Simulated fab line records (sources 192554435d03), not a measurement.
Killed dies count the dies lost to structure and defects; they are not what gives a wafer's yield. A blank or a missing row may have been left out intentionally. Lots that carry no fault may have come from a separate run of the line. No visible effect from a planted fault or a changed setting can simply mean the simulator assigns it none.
2 desks looking at one fault -- flow n5 finfet -- only its own numbers are on each desk; what lay behind them is given at the end

== THE TOOL OWNER'S DESK: rie diel-06 ==
The tool's own readings at N5_BEOL_M13_ETCH_68 (etches SOC in N2/H2, time 355 s): means of the sampled wafers that have a number, for each lot that ran on this tool. The brackets show how far a lot's mean lies from the usual mean; more than 4 standard deviations puts the lot out of limits, marked OUT.
Columns: A = chamber pressure mTorr at N5_BEOL_M13_ETCH_68, usual 30.005 mTorr; B = drypump motor current A at N5_BEOL_M13_ETCH_68, usual 5.8 A; C = oes product au at N5_BEOL_M13_ETCH_68, usual 0.79 a.u.; D = rf vpp V at N5_BEOL_M13_ETCH_68, usual 523 V; E = showerhead plenum p Torr at N5_BEOL_M13_ETCH_68, usual 2.51 Torr; F = throttle valve pct at N5_BEOL_M13_ETCH_68, usual 17.92 %
lot,first seen here,A,B,C,D,E,F
L870,day 14 00:23,30.024,6.2,0.80,525,2.55,17.98
L874,day 14 09:25,30.015,5.5,0.71,518,2.35,18.05
L885,day 17 04:59,29.996,5.9,0.87,523,2.50,17.99
This desk's finding: nothing out of limits on any of the 3 lots.

== AT THE METROLOGY DESK ==
Means of the sampled wafers that have a number, per lot and without regard to the tool the lot ran on: this is what the gauges read. The brackets show how far a lot's mean lies from the usual mean; more than 4 standard deviations puts the lot out of limits, marked OUT. Readings shown: 7 of its 26, picked as those furthest out on some lot.
Columns: A = COMB_M10 at N5_BEOL_M15_RC_MEAS_101, usual 1.5e-11 S/m; B = COMB_M11 at N5_BEOL_M15_RC_MEAS_101, usual 1.4e-11 S/m; C = COMB_M13 at N5_BEOL_M15_RC_MEAS_101, usual 5e-12 S/m; D = COMB_M14 at N5_BEOL_M15_RC_MEAS_101, usual 3.6e-12 S/m; E = SERP_M10 at N5_BEOL_M15_RC_MEAS_101, usual 3.11 ohm/um; F = SERP_M14 at N5_BEOL_M15_RC_MEAS_101, usual 0.163 ohm/um; G = SERP_M7 at N5_BEOL_M15_RC_MEAS_101, usual 13.8 ohm/um
lot,first seen here,A,B,C,D,E,F,G
L869,day 12 17:59,1.7e-11,1.5e-11,5e-12,3.3e-12,3.08,0.168,13.5
L870,day 14 00:01,1.7e-11,1.9e-11,6e-12,5.6e-12,3.17,0.160,13.8
L874,day 14 08:58,1.1e-11,1.4e-11,4e-12,3.5e-12,3.12,0.163,14.1
L877,day 15 11:17,2.1e-11,1.6e-11,5e-12,4.3e-12,3.24,0.164,13.2
L885,day 17 04:45,1.2e-11,1.4e-11,4e-12,2.9e-12,3.13,0.163,13.6
L888,day 18 07:38,1.4e-11,1.3e-11,4e-12,3.1e-12,3.02,0.160,12.7
L890,day 18 15:09,1.7e-11,1.3e-11,7e-12,3.8e-12,3.13,0.163,13.8
L889,day 18 17:05,1.5e-11,1.3e-11,6e-12,2.8e-12,3.08,0.161,13.6
This desk's finding: nothing out of limits on any of the 8 lots.

== TAKEN TOGETHER ==
Nothing out of limits was seen by the tool owner's desk.
From the metrology desk's view, nothing was out of limits.

== WHAT THE SIMULATOR PUT IN ==
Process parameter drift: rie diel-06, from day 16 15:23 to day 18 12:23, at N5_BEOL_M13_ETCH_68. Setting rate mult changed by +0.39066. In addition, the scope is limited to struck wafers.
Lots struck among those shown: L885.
